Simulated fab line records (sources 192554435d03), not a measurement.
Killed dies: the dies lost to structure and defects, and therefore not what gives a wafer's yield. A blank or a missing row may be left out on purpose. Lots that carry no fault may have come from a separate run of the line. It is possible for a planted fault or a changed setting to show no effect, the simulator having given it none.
A lot that was struck, set against a sound lot + flow n5-finfet + 37 steps out of a route of 1938
Sound: wafers L435.2, L435.3, L435.5. Struck: wafer L430.6 (left out: L430.2, a lot-mate that was not struck); the cause follows at the end.
For every step that has rows: the tool of each side, followed by ch and its chambers, followed by its first start. Under that, the readings that differ: sound wafers + struck wafers + difference of the means + sigmas: that difference in standard deviations of wafers without a fault.
alike: readings with means less than 2 such deviations apart, plus words and numbers identical on both sides. not compared: withheld readings, readings lacking a value on some wafer, bounds such as >300 that could conceal the same value, and numbers that have no deviation in the record and whose values overlap.
A row with sigmas, a row that says differs or no value, or rows on one side alone: a step with any of these is where the two part. Non-overlapping numbers with no deviation appear without sigmas and do not part them. A reading missing from all wafers of one side parts the sides only when that side holds two or more wafers.

first, 9 steps without rows for these wafers: N5_BEOL_M13_PRE_CLEAN_42 (time 30 s); N5_BEOL_M13_SPUTTER_43 (material TaN, target thk 15 nm, time 24.19 s); N5_BEOL_M13_SPUTTER_44 (material Ta, target thk 10 nm, time 16.13 s); N5_BEOL_M13_SPUTTER_45 (material Cu, target thk 80 nm, time 13.33 s); N5_BEOL_M13_ECD_47 (material Cu, target thk 936 nm); N5_BEOL_M13_ANNEAL_48 (time 90 s); N5_BEOL_M13_CMP_49 (polishes, stops on SiOC, t overpolish 17.1 s, target thk 420 nm); N5_BEOL_M13_PRE_CLEAN_52 (time 15 s); N5_BEOL_M13_DEP_53 (deposits SiCN from 3MS/NH3, target thk 50 nm, time 17.8 s).
N5_BEOL_M14_ILD_DEP_00: deposits SiO2 from TEOS/O2, target thk 1119.3 nm, time 237.4 s.
  sound on pecvd-04 ch 0,1,2, day 15 09:41; struck on pecvd-01 ch 2, day 14 17:21
| reading                                       | sound                | struck | difference | sigmas      |
|-----------------------------------------------|----------------------|--------|------------|-------------|
| run-length-s (s)                              | 281.7 279.6 280.9    | 361.6  | +80.9      | +99 or more |
| susceptor-temp-C (C)                          | 399.95 400.29 400.10 | 399.35 | -0.76      | -3          |
| model.SiO2_of_BEOL_M14_ILD_DEP_00.thk-nm (nm) | 1124 1125 1121       | 1521   | +398       |             |
  alike: heater-power-w, showerhead-plenum-p-Torr, throttle-valve-pct
N5_BEOL_M14_THK_MEAS_01:
  sound on film-metro-02 at day 15 09:53; struck on film-metro-02 at day 14 17:32
| reading          | sound          | struck | difference | sigmas |
|------------------|----------------|--------|------------|--------|
| M14_ILD_THK (nm) | 1123 1126 1120 | 1522   | +399       | +31    |
then, 10 steps without rows for these wafers: N5_BEOL_M14_COAT_58 (time 60 s, resist thk 89 nm); N5_BEOL_M14_COAT_04 (resist thk 800 nm); N5_BEOL_M14_EBR_06; N5_BEOL_M14_SOFTBAKE_05 (time 60 s); N5_BEOL_M14_EXPOSE_07 (exposes mask V13); N5_BEOL_M14_PEB_08 (peb time 90 s); N5_BEOL_M14_DEVELOP_09 (develop time 45 s); N5_BEOL_M14_HARDBAKE_14 (time 120 s); N5_BEOL_M14_DESCUM_15 (chemistry O2, time 7.9 s); N5_BEOL_M14_ETCH_59 (etches BARC in N2/H2, target depth 89 nm, overetch 26.7 nm, time 67.9 s).
N5_BEOL_M14_VIA_ETCH_16: etches SiO2 in C4F8/O2/Ar, target depth 1231.3 nm.
  sound on rie-diel-02 ch 0,2,3, day 15 10:29; struck on rie-diel-02 ch 3, day 14 18:03
| reading                                    | sound             | struck | difference | sigmas |
|--------------------------------------------|-------------------|--------|------------|--------|
| model.etch.depth-nm (nm)                   | 1124 1125 1121    | 1521   | +398       |        |
| model.coat_of_BEOL_M14_COAT_04.thk-nm (nm) | 449.4 452.8 454.2 | 347.2  | -104.9     |        |
  alike: drypump-motor-current-A, oes-product-au, rf-vpp-V, showerhead-plenum-p-Torr, throttle-valve-pct
then, 4 steps without rows for these wafers: N5_BEOL_M14_STRIP_63 (strips in O2); N5_BEOL_M14_STRIP_64 (strips in O2); N5_BEOL_M14_STRIP_71 (strips in post etch residue remover, time 60 s); N5_BEOL_M14_SRD_72 (time 30 s, dry time 30 s).
N5_BEOL_M14_CD_MEAS_17 targets a cd of 250 nm.
  sound on cd-sem-02 at day 15 10:50; struck on cd-sem-01 at day 14 18:24
| reading    | sound             | struck | difference | sigmas |
|------------|-------------------|--------|------------|--------|
| cd-nm (nm) | 247.9 246.9 249.8 | 251.9  | +3.7       | +3     |
then, 9 steps without rows for these wafers: N5_BEOL_M14_COAT_65 (time 60 s, resist thk 450 nm); N5_BEOL_M14_COAT_66 (time 60 s, resist thk 110 nm); N5_BEOL_M14_COAT_22 (resist thk 300 nm); N5_BEOL_M14_EBR_24; N5_BEOL_M14_SOFTBAKE_23 (time 60 s); N5_BEOL_M14_EXPOSE_25 (exposes mask M14, target cd 280 nm); N5_BEOL_M14_PEB_26 (peb time 90 s); N5_BEOL_M14_DEVELOP_27 (develop time 45 s); N5_BEOL_M14_HARDBAKE_32 (time 120 s).
N5_BEOL_M14_CMP_49: polishes, stops on SiO2, t overpolish 5.2 s, target thk 560 nm.
  sound on cmp-01 ch 0,1,3, day 15 15:37; struck on cmp-03 ch 3, day 14 21:51
| reading                                       | sound          | struck | difference | sigmas |
|-----------------------------------------------|----------------|--------|------------|--------|
| motor-current-A (A)                           | 7.6 7.8 7.1    | 10.0   | +2.5       | +3     |
| model.SiO2_of_BEOL_M14_ILD_DEP_00.thk-nm (nm) | 1045 1046 1041 | 1442   | +398       |        |
  alike: edge-zone-pressure-frac

== WHERE THEY PART ==
Last at N5_BEOL_M14_CMP_49 as far as this record goes, first at N5_BEOL_M14_ILD_DEP_00.

WHY: what had been put in by the simulator
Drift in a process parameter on pecvd-01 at N5_BEOL_M14_ILD_DEP_00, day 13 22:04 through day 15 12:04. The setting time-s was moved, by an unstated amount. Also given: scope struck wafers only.
